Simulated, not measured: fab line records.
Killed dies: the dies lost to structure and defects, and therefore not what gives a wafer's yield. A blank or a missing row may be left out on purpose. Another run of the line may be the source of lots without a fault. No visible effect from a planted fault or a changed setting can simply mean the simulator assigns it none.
Matching of chambers | flow nand-harc | NHARC_P_M0_CMP_23 on cmp-01 has 4 sister chambers
The step polishes, t overpolish 20 s, target thk 117.53 nm. 30 wafers are shown with their chamber, then 12 later ones without.

== WAFERS WITH THEIR CHAMBER ==
wafer  | chamber | motor-current-A (A) | time-to-endpoint-s (s)
L074.2 | 3       | 14.2                | 32
L074.4 | 0       | 12.2                | 24
L074.6 | 3       | 14.1                | 30
L076.1 | 3       | 14.1                | 33
L076.4 | 1       | 14.3                | 28
L076.6 | 0       | 12.8                | 27
L078.3 | 1       | 14.3                | 29
L078.5 | 0       | 13.1                | 27
L078.6 | 3       | 14.8                | 30
L079.1 | 1       | 14.9                | 28
L079.2 | 0       | 12.2                | 25
L079.5 | 0       | 12.5                | 26
L080.1 | 3       | 14.1                | 28
L080.2 | 1       | 15.6                | 26
L080.3 | 0       | 12.9                | 22
L081.1 | 2       | 11.8                | 30
L081.4 | 0       | 12.6                | 26
L081.5 | 3       | 14.8                | 31
L083.2 | 2       | 12.9                | 26
L083.3 | 0       | 12.3                | 25
L083.5 | 1       | 14.5                | 28
L085.1 | 3       | 14.5                | 32
L085.2 | 1       | 14.2                | 31
L085.3 | 0       | 12.3                | 28
L084.1 | 3       | 14.7                | 28
L084.2 | 1       | 13.9                | 24
L084.6 | 2       | 12.5                | 29
L090.2 | 0       | 12.7                | 29
L090.3 | 3       | 14.3                | 33
L090.6 | 0       | 12.7                | 29

SIGNATURES, as means of the wafers listed above
reading            | chamber 0 | chamber 1 | chamber 2 | chamber 3 | scatter within a chamber
motor-current-A    | 12.573    | 14.529    | 12.400    | 14.400    | 0.4
time-to-endpoint-s | 26.18     | 27.71     | 28.33     | 30.78     | 2.09
Rule: for each reading, subtract the chamber's mean from the wafer's reading, divide by that reading's scatter and square the result; add these up over the readings and take the root, which gives the wafer's distance from the chamber. If the next closest chamber is less than 2 further off than the closest, the wafer can't be placed; otherwise it belongs to the closest. The scatter: take each reading less its chamber's mean, square it, sum over the shown wafers, divide by the number of wafers less the number of chambers, and take the root.

== WAFERS WHOSE CHAMBER IS MISSING ==
wafer  | motor-current-A (A) | time-to-endpoint-s (s)
L089.1 | 12.6                | 30
L089.4 | 11.8                | 37
L089.5 | 12.9                | 34
L093.2 | 14.7                | 32
L093.4 | 11.5                | 34
L093.5 | 14.6                | 37
L095.1 | 14.7                | 31
L095.3 | 13.5                | 30
L095.5 | 11.5                | 35
L096.3 | 11.8                | 32
L096.5 | 12.1                | 25
L096.6 | 14.4                | 30

== CHAMBER TAKEN BY EACH ==
wafer  | from the rows above               | in truth
L089.1 | can't be placed: 2 or 0           | 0
L089.4 | can't be placed: 2 or 0           | 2
L089.5 | can't be placed: 2 or 0 or 3      | 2
L093.2 | can't be placed: 3 or 1           | 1
L093.4 | can't be placed: 2 or 0           | 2
L093.5 | can't be placed: 3 or 1           | 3
L095.1 | can't be placed: 3 or 1           | 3
L095.3 | can't be placed: 3 or 1 or 2 or 0 | 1
L095.5 | can't be placed: 2 or 0           | 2
L096.3 | can't be placed: 2 or 0           | 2
L096.5 | can't be placed: 0 or 2           | 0
L096.6 | can't be placed: 3 or 1           | 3
0 of 12 placed correctly. Can't be placed from these rows: 12 (the true chamber is among the candidates in 12). Wrongly placed: 0.
